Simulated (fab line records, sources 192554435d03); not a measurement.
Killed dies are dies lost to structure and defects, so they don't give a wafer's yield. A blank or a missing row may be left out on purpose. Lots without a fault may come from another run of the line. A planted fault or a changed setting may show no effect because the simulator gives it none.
A struck lot beside a sound one | flow n5_finfet | 30 steps out of a route of 1938
Sound: wafers L928.1, L928.4, L928.5. Struck: wafers L935.1, L935.3, L935.6. The cause comes at the end.
At each step with rows: each side's tool, then ch and its chambers, then its first start. Under that, the readings that differ: sound wafers | struck wafers | difference of the means | sigmas: that difference in standard deviations of wafers without a fault.
alike: readings whose means differ by less than 2 such deviations, and words and numbers that are the same on both sides. not compared: withheld readings, readings that some wafer has no value for, bounds like >300 that may hide the same value, and numbers for which the record gives no deviation and whose values overlap.
The two part at a step that has a row with sigmas, a row that says differs or no value, or rows on one side only. Numbers that don't overlap but have no deviation are shown without sigmas and don't part them. A reading that every wafer of one side lacks parts them only if that side has two wafers or more.

first, 11 steps without rows for these wafers: N5_BEOL_M10_PRECLEAN_42 (cleans in residue remover, time 60 s); N5_BEOL_M10_SRD_43 (time 30 s); N5_BEOL_M10_CURE_72 (cures SiCOH lowk, time 120 s); N5_BEOL_M10_DEGAS_44 (time 60 s); N5_BEOL_M10_PRE_CLEAN_45 (time 30 s); N5_BEOL_M10_ALD_74 (deposits TaN, target thk 2 nm, pulse time 2 s, purge time 3 s); N5_BEOL_M10_SURFACE_TREAT_76; N5_BEOL_M10_CVD_75 (deposits Co from CCTBA/H2, target thk 2 nm, time 138.9 s); N5_BEOL_M10_SPUTTER_48 (material Cu, target thk 12 nm, time 2 s); N5_BEOL_M10_ECD_50 (material Cu, target thk 318 nm); N5_BEOL_M10_ANNEAL_51 (time 90 s).
N5_BEOL_M10_CMP_52: polishes, stops on SiCOH lowk, t overpolish 7 s, target thk 140 nm.
  sound on cmp-02 ch 2,3, day 11 00:30; struck on cmp-02 ch 0,3, day 12 03:07
  alike: barrier_field_endpoint_s, edge_zone_pressure_frac, head_pressure_psi, motor_current_A, overpolish_run_s, retaining_ring_pressure_frac, time_to_endpoint_s
then, 2 steps without rows for these wafers: N5_BEOL_M10_PRE_CLEAN_55 (time 15 s); N5_BEOL_M10_DEP_56 (deposits SiCN from 3MS/NH3, target thk 15 nm, time 26.5 s).
N5_BEOL_M10_INSPECT_58: inspects for defects (darkfield).
  sound on defect_inspect-02, day 11 00:57; struck on defect_inspect-01, day 12 03:34
  reading          | sound    | struck         | difference | sigmas
  raw_defect_count | 32 38 58 | 1137 1108 1175 | +1097      | +46
then, 12 steps without rows for these wafers: N5_BEOL_M11_ILD_DEP_00 (deposits SiCOH lowk from DEMS/porogen, target thk 308.51 nm, time 58 s); N5_BEOL_M11_CURE_71 (cures SiCOH lowk, time 240 s); N5_BEOL_M11_PECVD_70 (deposits SiO2 from TEOS/O2, target thk 20 nm, time 22.7 s); N5_BEOL_M11_HM_DEP_02 (deposits TiN, target thk 20 nm); N5_BEOL_M11_COAT_59 (time 60 s, resist thk 100 nm); N5_BEOL_M11_COAT_60 (time 60 s, resist thk 30 nm); N5_BEOL_M11_COAT_05 (resist thk 90 nm); N5_BEOL_M11_EBR_07; N5_BEOL_M11_SOFTBAKE_06 (time 60 s); N5_BEOL_M11_EXPOSE_08 (exposes mask M11); N5_BEOL_M11_PEB_09 (peb time 60 s); N5_BEOL_M11_DEVELOP_10 (develop time 30 s).
N5_BEOL_M11_INSPECT_13: inspects for defects (brightfield).
  sound on defect_inspect-01, day 11 03:18; struck on defect_inspect-01, day 12 05:05
  reading          | sound       | struck         | difference | sigmas
  raw_defect_count | 276 393 377 | 1418 1371 1495 | +1079      | +11
then, 1 step without rows for these wafers: N5_BEOL_M11_DESCUM_16 (chemistry O2, time 7.9 s).
-- the record jumps here: 2 days lie between the struck wafers' starts before and after (it left off in module BEOL_M11 and takes up again in module PASSIVATION, whose first step shown is number 1936 of the route) --
N5_PASSIVATION_PROBE_49:
  sound on prober-02, day 13 06:48; struck on prober-02, day 14 11:20
  reading                  | sound          | struck         | difference | sigmas
  defect_limited_yield (%) | 90.5 92.0 93.0 | 36.0 38.3 37.2 | -54.7      | -34
  killed_at_M4_up          | 21 20 16       | 677 660 654    | +645       | +99 or more
  killed_dies              | 112 94 83      | 755 728 741    | +645       | +34
  killed_on_rim            | 14 8 10        | 92 88 96       | +81        | +20
  sort_bin_5_function (%)  | 5.8 4.6 4.1    | 39.7 40.8 41.4 | +35.8      | +36
  sort_bin_6_memory (%)    | 3.2 3.1 2.5    | 19.7 17.4 17.3 | +15.2      | +19
  sort_n_pass              | 1068 1086 1097 | 425 452 439    | -645       | -34
  sort_yield_pct (%)       | 90.5 92.0 93.0 | 36.0 38.3 37.2 | -54.7      | -34
  alike: killed_at_M0_to_M3, killed_at_contacts, killed_at_front_end, killed_at_other, killed_open, killed_short

WHERE THEY PART
First at N5_BEOL_M10_INSPECT_58; last, within this record, at N5_PASSIVATION_PROBE_49.

WHY: what the simulator had put in
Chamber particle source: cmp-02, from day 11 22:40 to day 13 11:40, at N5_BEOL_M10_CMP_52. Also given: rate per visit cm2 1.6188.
